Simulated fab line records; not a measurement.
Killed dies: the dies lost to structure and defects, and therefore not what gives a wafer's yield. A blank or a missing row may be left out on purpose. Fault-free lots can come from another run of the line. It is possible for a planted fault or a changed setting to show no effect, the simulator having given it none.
fab line records ; flow n5-finfet
[record] lots = 6; wafers = 16; last-day = 19
route steps=1938 shown PMOS_HMC_CHANNEL_EPI@62
lots that met no fault: from a run of the same line without faults
start-h: hours from the record's first day to the start of the lot's first wafer shown ; wait-h: hours since the lot's step before ; " repeats the value in the row above ; L1.1+2: several wafers, shown together as one row ; - no value, or no start was given ; * or withheld: withheld ; < > ~ a bound
route shown NAME@n: names a module that has steps shown in the file, with the first one's number in the route ; usual: mean and standard deviation over wafers with no fault ; same: alike in all rows ; chamber/n: place in a boat ; sites: the reading at each site ; _std_site: how widely they spread, as a standard deviation ; _edge_site: inner sites' mean taken away from outer sites' mean ; radius-mm: how far each site lies from the wafer's centre ; mask NAME#n: copy n ; behind: the most recent tool/chamber to have shaped the wafer ; hold: what put the lot on hold/how long, in hours/how the hold closed ; device: the transistor (n, p or np) that didn't switch ; end of line: the same wafers' tests at the end of the route ; a step without rows: its recipe alone ; killed: count of dies lost to structure and defects at first sort (not the wafer's yield) ; map: per-die view of a wafer (x killed, . not killed, _ where there is no die)
set.NAME: the run value of the setting; set.NAME@STEP: its run value at that earlier step ; model.NAME: the simulator's own value behind a step, which no gauge read
lots at selected steps of the route; one table per step, one row per wafer
services: a tool's chamber out of use, with start hour (start-h, from the record's first day; less than 0 if before it), hours out, and reason
[[steps]]
[step N5_PMOS_HMC_CHANNEL_EPI_EXPOSE_06]
[recipe] mask-id = PMOS_HMC_BLK; na = 1.35; source-shape = conventional; sigma-outer = 0.8; polarization = unpolarized; target-cd-nm = 240; dose-mj = 41
[step N5_PMOS_HMC_CHANNEL_EPI_PEB_07]
[recipe] peb-temp-c = 110; peb-time-s = 60; resist = CAR-ArF-block
[step N5_PMOS_HMC_CHANNEL_EPI_DEVELOP_08]
[recipe] develop-time-s = 30; developer = TMAH; resist = CAR-ArF-block; dev-temp-c = 23; rinse-liquid = diw; dry = air-spin
[step N5_PMOS_HMC_CHANNEL_EPI_CD_MEAS_09]
[recipe] target-cd-nm = 237.4; landing-energy-ev = 500; detector = se-inlens
[usual] cd-nm = 238.0/1.1
lot.wafer;tool;chamber;start-h;wait-h;cd-nm
L478.1;cd-sem-01;0;47.32;-;238.7
L478.3;cd-sem-01;0;47.32;-;240.5
L478.5;cd-sem-01;0;47.32;-;239.6
L482.1;cd-sem-02;0;71.41;-;237.8
L482.4;cd-sem-02;0;71.41;-;238.0
L482.6;cd-sem-02;0;71.41;-;238.6
L483.2;cd-sem-01;0;77.18;-;237.1
L483.3;cd-sem-01;0;77.18;-;238.5
L483.5;cd-sem-01;0;77.18;-;238.8
L490.5;cd-sem-01;0;120.12;-;238.7
L490.6;cd-sem-01;0;120.12;-;237.2
L493.4;cd-sem-01;0;137.36;-;236.5
L493.5;cd-sem-01;0;137.36;-;237.5
L494.2;cd-sem-02;0;142.95;-;238.3
L494.3;cd-sem-02;0;142.95;-;237.7
L494.6;cd-sem-02;0;142.95;-;238.3
[step N5_PMOS_HMC_CHANNEL_EPI_OVL_MEAS_10]
[recipe] points-per-wafer = 44
[usual] PMOS_HMC_BLK_OVL = 0.1/0.83
[same] points-per-wafer = 44
lot.wafer;tool;chamber;start-h;wait-h;PMOS_HMC_BLK_OVL[nm]
L478.1;overlay-02;0;47.35;0.0;-0.2
L478.3;overlay-02;0;47.35;0.0;1.1
L478.5;overlay-02;0;47.35;0.0;0.2
L482.1;overlay-02;0;71.44;0.0;-0.6
L482.4;overlay-02;0;71.44;0.0;0.7
L482.6;overlay-02;0;71.44;0.0;-0.1
L483.2;overlay-01;0;77.21;0.0;0.8
L483.3;overlay-01;0;77.21;0.0;-1.4
L483.5;overlay-01;0;77.21;0.0;0.0
L490.5;overlay-01;0;120.15;0.0;0.9
L490.6;overlay-01;0;120.15;0.0;0.0
L493.4;overlay-02;0;137.39;0.0;-1.3
L493.5;overlay-02;0;137.39;0.0;-0.3
L494.2;overlay-01;0;142.98;0.0;-0.5
L494.3;overlay-01;0;142.98;0.0;-0.1
L494.6;overlay-01;0;142.98;0.0;-0.3
[step N5_PMOS_HMC_CHANNEL_EPI_INSPECT_11]
[recipe] mode = adi; inspect-instrument = macro
[usual] raw-defect-count = 2.0/1.5
lot.wafer;tool;chamber;start-h;wait-h;raw-defect-count
L478.1;defect-inspect-02;-;47.37;0.0;3
L478.3;defect-inspect-02;-;47.37;0.0;1
L478.5;defect-inspect-02;-;47.37;0.0;1
L482.1;defect-inspect-01;-;71.47;0.0;2
L482.4;defect-inspect-01;-;71.47;0.0;2
L482.6;defect-inspect-01;-;71.47;0.0;0
L483.2;defect-inspect-02;-;77.24;0.0;5
L483.3;defect-inspect-02;-;77.24;0.0;3
L483.5;defect-inspect-02;-;77.24;0.0;3
L490.5;defect-inspect-01;-;120.18;0.0;3
L490.6;defect-inspect-01;-;120.18;0.0;0
L493.4;defect-inspect-02;-;137.41;0.0;2
L493.5;defect-inspect-02;-;137.41;0.0;4
L494.2;defect-inspect-01;-;143.01;0.0;6
L494.3;defect-inspect-01;-;143.01;0.0;1
L494.6;defect-inspect-01;-;143.01;0.0;2
[step N5_PMOS_HMC_CHANNEL_EPI_DESCUM_14]
[recipe] chemistry = O2; time-s = 7.9; source-power-w = 50; bias-power-w = 20; pressure-mtorr = 20; rf-frequency-hz = 2.712e+07; temp-c = 40; resist = CAR-ArF-block; o2-flow-sccm = 225
[step N5_PMOS_HMC_CHANNEL_EPI_ETCH_32]
[recipe] chemistry = N2/H2; target = BARC; stop-on = SiO2; target-depth-a = 858; over-etch-frac = 0.3; time-s = 50.3; ion-energy-ev = 200; mask-material = CAR-ArF-block; pressure-mtorr = 30; source-w = 840; bias-w = 150; n2-flow-sccm = 200; h2-flow-sccm = 200
[usual] drypump-motor-current-A = 5.6/0.33; oes-product-au = 0.66/0.054; rf-fwd-power-W = 831/4; rf-vpp-V = 523.5/2.3; showerhead-plenum-p-Torr = 2.53/0.08; throttle-valve-pct = 18.10/0.2
lot.wafer;tool;chamber;start-h;wait-h;drypump-motor-current-A;oes-product-au;rf-fwd-power-W;rf-hours-counter-h;rf-vpp-V;showerhead-plenum-p-Torr;throttle-valve-pct
L478.1;rie-diel-03;3;47.50;0.0;5.5;0.66;837;156;524.0;2.53;18.19
L478.3;rie-diel-03;2;47.50;0.0;5.4;0.68;828;103;522.9;2.55;17.97
L478.5;rie-diel-03;0;47.50;0.0;5.4;0.66;830;-;525.1;2.56;18.09
L482.1;rie-diel-03;1;71.54;0.0;5.9;0.62;831;222;520.3;2.41;18.33
L482.4;rie-diel-03;3;71.54;0.0;5.5;0.66;832;161;524.5;2.53;18.19
L482.6;rie-diel-03;2;71.54;0.0;5.4;0.67;826;-;523.2;2.54;18.00
L483.2;rie-diel-03;3;77.45;0.0;5.5;0.66;834;164;524.2;2.53;18.22
L483.3;rie-diel-03;2;77.45;0.0;5.4;0.68;823;111;522.8;2.54;17.99
L483.5;rie-diel-03;2;77.45;0.0;5.3;0.67;824;-;524.0;2.54;18.00
L490.5;rie-diel-03;1;120.26;0.0;5.9;0.60;827;-;520.7;2.40;18.37
L490.6;rie-diel-03;0;120.26;0.0;5.4;0.65;834;-;524.1;2.55;18.12
L493.4;rie-diel-03;0;137.48;0.0;5.4;0.65;829;166;524.0;2.55;18.13
L493.5;rie-diel-03;2;137.48;0.0;5.3;0.66;825;-;523.5;2.53;18.02
L494.2;rie-diel-02;0;143.07;0.0;5.8;0.74;836;42;522.3;2.50;17.52
L494.3;rie-diel-02;1;143.07;0.0;5.6;0.63;834;176;525.6;2.65;18.15
L494.6;rie-diel-02;3;143.07;0.0;5.1;0.83;827;-;527.4;2.71;17.84
[step N5_PMOS_HMC_CHANNEL_EPI_HM_OPEN_15]
[recipe] chemistry = CHF3/O2; target = SiO2; mask-material = CAR-ArF-block; target-depth-a = 406; CHF3_flow_sccm = 50; O2_flow_sccm = 5; Ar_flow_sccm = 200; time-s = 20.3; pressure-mtorr = 30; source-w = 650; bias-w = 170; ion-energy-ev = 200
[usual] drypump-motor-current-A = 5.6/0.33; mfc-ar-sccm = 200.0/0.58; oes_ar_750_au = 0.77/0.061; oes-product-au = 0.77/0.064; rf-fwd-power-W = 645.0/2.7; rf-vpp-V = 525/7.5; showerhead-plenum-p-Torr = 2.40/0.074; throttle-valve-pct = 19.09/0.21
lot.wafer;tool;chamber;start-h;wait-h;drypump-motor-current-A;mfc-ar-sccm;oes_ar_750_au;oes-product-au;rf-fwd-power-W;rf-hours-counter-h;rf-vpp-V;showerhead-plenum-p-Torr;throttle-valve-pct
L478.1;rie-diel-03;3;47.55;0.0;5.5;199.5;0.77;0.78;645.7;156;517;2.41;19.22
L478.3;rie-diel-03;2;47.55;0.0;5.3;200.1;0.79;0.81;641.7;104;523;2.42;19.13
L478.5;rie-diel-03;0;47.55;0.0;5.4;199.8;0.78;0.78;644.6;-;531;2.43;18.97
L482.1;rie-diel-03;1;71.58;0.0;5.9;199.8;0.71;0.73;643.7;222;534;2.28;19.29
L482.4;rie-diel-03;3;71.58;0.0;5.5;199.3;0.77;0.76;650.2;161;516;2.41;19.21
L482.6;rie-diel-03;2;71.58;0.0;5.4;199.9;0.79;0.80;642.3;-;521;2.42;19.13
L483.2;rie-diel-03;3;77.49;0.0;5.5;199.5;0.77;0.76;645.4;164;515;2.41;19.22
L483.3;rie-diel-03;2;77.49;0.0;5.3;199.7;0.78;0.80;641.6;111;521;2.41;19.12
L483.5;rie-diel-03;2;77.49;0.0;5.3;199.1;0.79;0.79;640.4;-;522;2.41;19.14
L490.5;rie-diel-03;1;120.31;0.0;5.9;200.4;0.70;0.71;643.7;-;534;2.27;19.32
L490.6;rie-diel-03;0;120.31;0.0;5.4;201.2;0.76;0.76;645.5;-;530;2.42;19.00
L493.4;rie-diel-03;0;137.52;0.0;5.4;199.9;0.76;0.75;641.7;166;531;2.42;19.01
L493.5;rie-diel-03;2;137.52;0.0;5.3;200.0;0.76;0.78;641.6;-;521;2.41;19.14
L494.2;rie-diel-02;0;143.12;0.0;5.7;200.8;0.86;0.88;645.9;42;526;2.36;18.50
L494.3;rie-diel-02;1;143.12;0.0;5.6;199.1;0.72;0.73;645.4;176;531;2.50;19.09
L494.6;rie-diel-02;3;143.12;0.0;5.0;200.1;0.97;0.98;645.8;-;538;2.58;19.01
[step N5_PMOS_HMC_CHANNEL_EPI_STRIP_33]
[recipe] chemistry = N2/H2; power-w = 500; temp-c = 40; pressure-mtorr = 50; rf-frequency-hz = 6e+07; overash-fraction = 0.3; bias-power-w = 8; h2-frac = 0.5; n2-flow-sccm = 300; h2-flow-sccm = 300
[usual] drypump-motor-current-A = 5.6/0.33; oes-product-au = 0.77/0.065; rf-vpp-V = 54.2/1.7; showerhead-plenum-p-Torr = 3.34/0.1; throttle-valve-pct = 19.18/0.29
lot.wafer;tool;chamber;start-h;wait-h;drypump-motor-current-A;oes-product-au;rf-hours-counter-h;rf-vpp-V;showerhead-plenum-p-Torr;throttle-valve-pct
L478.1;rie-diel-03;3;47.60;0.0;5.5;0.77;156;53.5;3.34;19.45
L478.3;rie-diel-03;2;47.60;0.0;5.3;0.80;104;57.3;3.36;18.82
L478.5;rie-diel-03;0;47.60;0.0;5.5;0.78;-;54.0;3.38;19.45
L482.1;rie-diel-03;1;71.64;0.0;5.9;0.72;222;55.4;3.18;19.48
L482.4;rie-diel-03;3;71.64;0.0;5.5;0.76;161;55.7;3.34;19.42
L482.6;rie-diel-03;2;71.64;0.0;5.3;0.80;-;53.1;3.36;18.78
L483.2;rie-diel-03;3;77.55;0.0;5.5;0.77;164;54.2;3.34;19.44
L483.3;rie-diel-03;2;77.55;0.0;5.3;0.78;111;52.7;3.36;18.80
L483.5;rie-diel-03;2;77.55;0.0;5.4;0.79;-;51.8;3.36;18.80
L490.5;rie-diel-03;1;120.36;0.0;5.9;0.71;-;53.5;3.18;19.53
L490.6;rie-diel-03;0;120.36;0.0;5.4;0.75;-;51.0;3.37;19.49
L493.4;rie-diel-03;0;137.58;0.0;5.4;0.75;166;51.2;3.37;19.53
L493.5;rie-diel-03;2;137.58;0.0;5.3;0.77;-;54.6;3.35;18.84
L494.2;rie-diel-02;0;143.17;0.0;5.8;0.88;42;54.5;3.30;18.61
L494.3;rie-diel-02;1;143.17;0.0;5.6;0.75;176;53.8;3.49;19.17
L494.6;rie-diel-02;3;143.17;0.0;5.0;0.97;-;55.1;3.57;18.84
[step N5_PMOS_HMC_CHANNEL_EPI_STRIP_17]
[recipe] chemistry = SPM; time-s = 750; temp-c = 130; h2so4-h2o2-vol-ratio = 4; dry = ipa-marangoni
[step N5_PMOS_HMC_CHANNEL_EPI_ETCH_38]
[recipe] chemistry = CF4; target = SiO2; target-depth-a = 15; ion-energy-ev = 350; pressure-mtorr = 10; icp-w = 800; bias-w = 400; cf4-flow-sccm = 80
[usual] drypump-motor-current-A = 5.7/0.4; oes-product-au = 0.995/0.019; rf-fwd-power-W = 784/3.5; throttle-valve-pct = 21.62/0.17
lot.wafer;tool;chamber;start-h;wait-h;drypump-motor-current-A;oes-product-au;rf-fwd-power-W;rf-hours-counter-h;throttle-valve-pct
L478.1;rie-si-05;0;47.91;0.0;5.8;0.999;784;155;21.66
L478.3;rie-si-05;1;47.91;0.0;5.4;0.989;781;130;21.55
L478.5;rie-si-05;3;47.91;0.0;5.3;1.017;787;-;21.74
L482.1;rie-si-01;3;71.94;0.0;6.6;0.976;784;5;21.47
L482.4;rie-si-01;1;71.94;0.0;5.4;1.005;779;1;21.66
L482.6;rie-si-01;0;71.94;0.0;5.7;0.997;790;-;21.78
L483.2;rie-si-05;0;77.85;0.0;5.9;0.979;781;155;21.67
L483.3;rie-si-05;2;77.85;0.0;5.8;0.987;788;74;21.33
L483.5;rie-si-05;0;77.85;0.0;5.8;0.992;784;-;21.66
L490.5;rie-si-05;1;120.67;0.0;5.4;0.965;779;-;21.52
L490.6;rie-si-05;0;120.67;0.0;5.9;0.988;780;-;21.65
L493.4;rie-si-05;2;137.88;0.0;5.9;0.989;790;75;21.33
L493.5;rie-si-05;0;137.88;0.0;5.9;0.983;783;-;21.67
L494.2;rie-si-03;0;143.48;0.0;5.5;1.009;780;65;21.93
L494.3;rie-si-03;1;143.48;0.0;6.0;0.993;784;194;21.57
L494.6;rie-si-03;1;143.48;0.0;6.0;0.994;780;-;21.58
[step N5_PMOS_HMC_CHANNEL_EPI_FIN_RECESS_16]
[recipe] chemistry = HBr/Cl2; target = Si; mask-material = SiO2; target-depth-a = 540; time-s = 18; pressure-mtorr = 10; icp-w = 800; bias-w = 75; HBr_flow_sccm = 150; Cl2_flow_sccm = 80
[usual] drypump-motor-current-A = 5.7/0.41; oes-product-au = 0.996/0.014; rf-fwd-power-W = 795.2/2.5; throttle-valve-pct = 35.31/0.23
lot.wafer;tool;chamber;start-h;wait-h;drypump-motor-current-A;oes-product-au;rf-fwd-power-W;rf-hours-counter-h;throttle-valve-pct;model.PMOS_HMC_CHANNEL_EPI.feature-depth-nm;model.etch.depth-nm
L478.1;rie-si-05;0;47.93;0.0;5.9;0.998;795.6;155;35.32;55.58;55.58
L478.3;rie-si-05;1;47.93;0.0;5.4;0.982;794.9;130;35.12;54.26;54.26
L478.5;rie-si-05;3;47.93;0.0;5.3;1.014;800.1;-;35.59;54.71;54.71
L482.1;rie-si-01;3;71.96;0.0;6.6;0.984;794.8;5;34.79;53.89;53.89
L482.4;rie-si-01;1;71.96;0.0;5.4;1.009;791.8;1;35.51;52.44;52.44
L482.6;rie-si-01;0;71.96;0.0;5.7;1.002;796.1;-;35.20;54.06;54.06
L483.2;rie-si-05;0;77.87;0.0;5.9;0.999;793.6;155;35.32;54.99;54.99
L483.3;rie-si-05;2;77.87;0.0;5.9;0.992;791.6;74;35.20;53.9;53.9
L483.5;rie-si-05;0;77.87;0.0;5.8;0.985;796.3;-;35.33;55.16;55.16
L490.5;rie-si-05;1;120.72;0.0;5.4;0.989;794.5;-;35.13;54.11;54.11
L490.6;rie-si-05;0;120.72;0.0;5.9;0.995;796.9;-;35.34;60.2;60.2
L493.4;rie-si-05;2;137.90;0.0;5.8;0.985;794.3;75;35.19;59.77;59.77
L493.5;rie-si-05;0;137.90;0.0;5.8;0.996;793.0;-;35.34;55.25;55.25
L494.2;rie-si-03;0;143.50;0.0;5.4;1.001;797.1;65;35.69;54.01;54.01
L494.3;rie-si-03;1;143.50;0.0;6.0;0.990;794.1;194;35.08;53.09;53.09
L494.6;rie-si-03;1;143.50;0.0;6.0;0.991;794.6;-;35.06;53.75;53.75
[step N5_PMOS_HMC_CHANNEL_EPI_PRECLEAN_36]
[recipe] chemistry = O3/DIW; time-s = 45; temp-c = 22; o3-ppm = 10
[step N5_PMOS_HMC_CHANNEL_EPI_PRECLEAN_18]
[recipe] chemistry = DHF; time-s = 30; temp-c = 25; dilution = withheld
[step N5_PMOS_HMC_CHANNEL_EPI_SRD_19]
[recipe] dry = ipa-marangoni; do-ppb = 5; time-s = 30; temp-c = 23; rinse-liquid = diw
[step N5_PMOS_HMC_CHANNEL_EPI_EPI_20]
[recipe] material = SiGe30; mask-material = SiO2; pressure-torr = 20; target-thk-a = 590; temp-c = 600
[step N5_PMOS_HMC_CHANNEL_EPI_HM_STRIP_35]
[recipe] chemistry = dHF; temp-c = 25; material = SiO2; target = SiO2; target-depth-a = 396; time-s = 216
[step N5_PMOS_HMC_CHANNEL_EPI_SRD_39]
[recipe] dry = ipa-marangoni; time-s = 30; temp-c = 23; rinse-liquid = diw
[step N5_PMOS_HMC_CHANNEL_EPI_CMP_21]
[recipe] material = SiGe30; post-cmp-clean = alkaline-brush; target-thk-nm = 54
[usual] motor-current-A = 11.8/1.6
lot.wafer;tool;chamber;start-h;wait-h;motor-current-A
L478.1;cmp-04;0;49.47;0.1;9.8
L478.3;cmp-04;1;49.47;0.1;12.0
L478.5;cmp-04;3;49.47;0.1;13.5
L482.1;cmp-03;3;73.54;0.1;9.8
L482.4;cmp-03;0;73.54;0.1;16.1
L482.6;cmp-03;2;73.54;0.1;12.1
L483.2;cmp-04;0;79.38;0.0;10.2
L483.3;cmp-04;2;79.38;0.0;12.2
L483.5;cmp-04;0;79.38;0.0;10.0
L490.5;cmp-01;1;122.36;0.2;11.5
L490.6;cmp-01;2;122.36;0.2;11.2
L493.4;cmp-01;0;139.84;0.1;10.1
L493.5;cmp-01;0;139.84;0.1;10.4
L494.3;cmp-04;1;145.40;0.0;12.3
L494.2;cmp-04;3;145.40;0.0;13.2
L494.6;cmp-04;1;145.40;0.0;12.6
[step N5_PMOS_HMC_CHANNEL_EPI_THK_MEAS_22]
[recipe] reads = SiGe30_of_PMOS_HMC_CHANNEL_EPI_EPI_20
[usual] HMC_CMP_THK = 54.0/0.79
lot.wafer;tool;chamber;start-h;wait-h;HMC_CMP_THK[nm]
L478.1;film-metro-02;-;49.73;-;55.7
L478.3;film-metro-02;-;49.73;-;54.3
L478.5;film-metro-02;-;49.73;-;54.8
L482.1;film-metro-01;-;73.76;-;53.8
L482.4;film-metro-01;-;73.76;-;52.3
L482.6;film-metro-01;-;73.76;-;54.0
L483.2;film-metro-01;-;79.67;-;55.0
L483.3;film-metro-01;-;79.67;-;53.9
L483.5;film-metro-01;-;79.67;-;55.2
L490.5;film-metro-02;-;122.50;-;54.2
L490.6;film-metro-02;-;122.50;-;58.3
L493.4;film-metro-01;-;140.10;-;58.5
L493.5;film-metro-01;-;140.10;-;55.1
L494.2;film-metro-01;-;145.70;-;54.0
L494.3;film-metro-01;-;145.70;-;53.0
L494.6;film-metro-01;-;145.70;-;53.7
[step N5_PMOS_HMC_CHANNEL_EPI_PRECLEAN_40]
[recipe] chemistry = DHF; time-s = 30; temp-c = 25; dilution = withheld
[[services]]
tool;chamber;start-h;hours;kind
rie-si-03;3;29.62;23.7;repair
rie-si-03;1;30.78;2.8;repair
cmp-01;-;31.62;4.0;pm
rie-diel-03;3;40.81;3.0;repair
cmp-01;-;62.17;8.9;pm
cmp-04;-;62.63;4.0;pm
cmp-04;-;66.63;-;consumable-replace:conditioner
cmp-04;-;66.63;-;consumable-replace:pad
rie-si-01;-;68.66;2.8;pm
rie-diel-03;2;73.79;3.4;repair
cmp-04;-;79.78;5.6;pm
rie-diel-02;2;88.89;6.0;repair
cmp-03;-;91.35;1.0;repair
rie-diel-03;0;96.09;2.1;repair
rie-diel-02;3;99.93;-;clean
rie-diel-02;3;99.93;-;consumable-replace:focus-ring
rie-diel-02;3;99.93;-;consumable-replace:showerhead
rie-diel-02;3;99.93;17.9;scheduled-down
rie-diel-02;3;99.93;17.9;vent-cycle
cmp-01;-;113.90;7.3;pm
rie-diel-03;1;123.37;2.8;repair
rie-si-01;0;142.39;6.1;repair
rie-si-03;1;145.28;-;clean
rie-si-03;1;145.28;25.2;scheduled-down
[[key]]
[first-sign] step = N5_PMOS_HMC_CHANNEL_EPI_THK_MEAS_22; reading = HMC_CMP_THK; direction = up; sigmas = 5.6; usual = 54.0; struck = 58.4
effect none on later readings
[model-effect] step = N5_PMOS_HMC_CHANNEL_EPI_FIN_RECESS_16; value = PMOS_HMC_CHANNEL_EPI.feature-depth-nm; without = 54.39; struck = 59.98
met-at N5_PMOS_HMC_CHANNEL_EPI_FIN_RECESS_16
struck-wafers L490.6,L493.4
tester-left-out L490,L493
onset-between 77.87 120.72
[fault] kind = process-parameter-drift; tool = rie-si-05; chamber = -; onset-h = 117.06; steps = N5_PMOS_HMC_CHANNEL_EPI_FIN_RECESS_16; channel = time-s; offset = *; shape = step; end-h = 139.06; scope = struck-wafers-only; acts-in = *; stated = *
// tester-left-out: of these lots the tester's yield and bins aren't shown, on N5 and GAA mostly nor the transistor test; their killed dies are dies lost to structure and defects alone, not to doping, threshold or leakage, so they don't give the yield
